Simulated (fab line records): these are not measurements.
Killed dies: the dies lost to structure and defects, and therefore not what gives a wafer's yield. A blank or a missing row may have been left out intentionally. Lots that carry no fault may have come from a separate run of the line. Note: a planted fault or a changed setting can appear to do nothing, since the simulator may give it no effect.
Code-filled problem report in 8D (eight disciplines) form | flow n5Finfet | the parts of the form that need people (team, actions taken, sign-off) are left out

## 1. THE PROBLEM
spinSpeedRpm at N5_BEOL_M3_COAT_67 reads a mean of 1289.0 rpm on 6 wafers of 2 lots; wafers without a fault read 1500.1 rpm with a standard deviation of 1.2. So: -99 or more standard deviations from the usual mean.
The step: time 60 s, resist thk 60 nm.
The first sign was on wafer L751.2 at day 9 02:14, on lithoTrack-04. Wafers with a number at this step in the record: 32, from 11 lots. The rule behind "out" and "out of limits": a value lying over 4 standard deviations away from the usual mean. The other wafers with a number count as sound.

## 2. WHAT IT IS, AND WHAT IT ISN'T
question                    | is                     | is not
which readings at this step | spinSpeedRpm           | -
which lots                  | L751, L752             | L745, L746, L747, L749, L750, L761, L762, L765, L767
which wafers of those lots  | all that have a number | -
read on which tools         | lithoTrack-04          | lithoTrack-02, lithoTrack-03
when                        | from day 9 02:14       | up to then (15 sound wafers); but 11 sound wafers of L761, L762, L765, L767 came after

## 3. SUSPECTS, AND WHAT RULES EACH OUT
Counting: a tool stays on the suspect list if, at a process step up to the reading, it processed all lots that are out and no sound lot following the first of them.
- lithoTrack-04 at N5_BEOL_M3_COAT_67 (time 60 s, resist thk 60 nm): kept. It processed each lot that is out, first L751 at day 9 02:14, and no sound lot thereafter; up to then, the last sound lot it processed was L750 at day 8 19:04. Its own spinSpeedRpm readings are out on those wafers.
Left after counting: lithoTrack-04 at N5_BEOL_M3_COAT_67.

## 4. THE CAUSE (what the simulator had put in)
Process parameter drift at N5_BEOL_M3_COAT_67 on lithoTrack-04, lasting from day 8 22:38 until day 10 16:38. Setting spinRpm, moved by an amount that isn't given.
After counting, this tool was the only one left.

## 5. THE CHAIN OF EFFECTS, in route order
Each row: a reading where the mean over the struck wafers with a number is more than 3 standard deviations away from the usual. Only readings whose record carries a usual standard deviation are examined. hours: median over the lots of the time between each lot's start at the first step of this table that gives one and its start at this step. sigmas: the change, counted in usual standard deviations.
hours | step               | reading      | usual      | on struck wafers | change | sigmas
0     | N5_BEOL_M3_COAT_67 | spinSpeedRpm | 1500.1 rpm | 1289.0           | -211.1 | -99 or more
The process steps in it:
- N5_BEOL_M3_COAT_67: time 60 s, resist thk 60 nm.
Later measuring or inspecting steps at which every struck wafer that the step has a row for has a number for every such reading, and none has moved that far: N5_BEOL_M4_RC_MEAS_101.

## 6. HOW IT WOULD HAVE BEEN CAUGHT EARLIER
First out-of-limits reading in this record: day 9 02:14, which is 4 hours after fault onset at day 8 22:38.
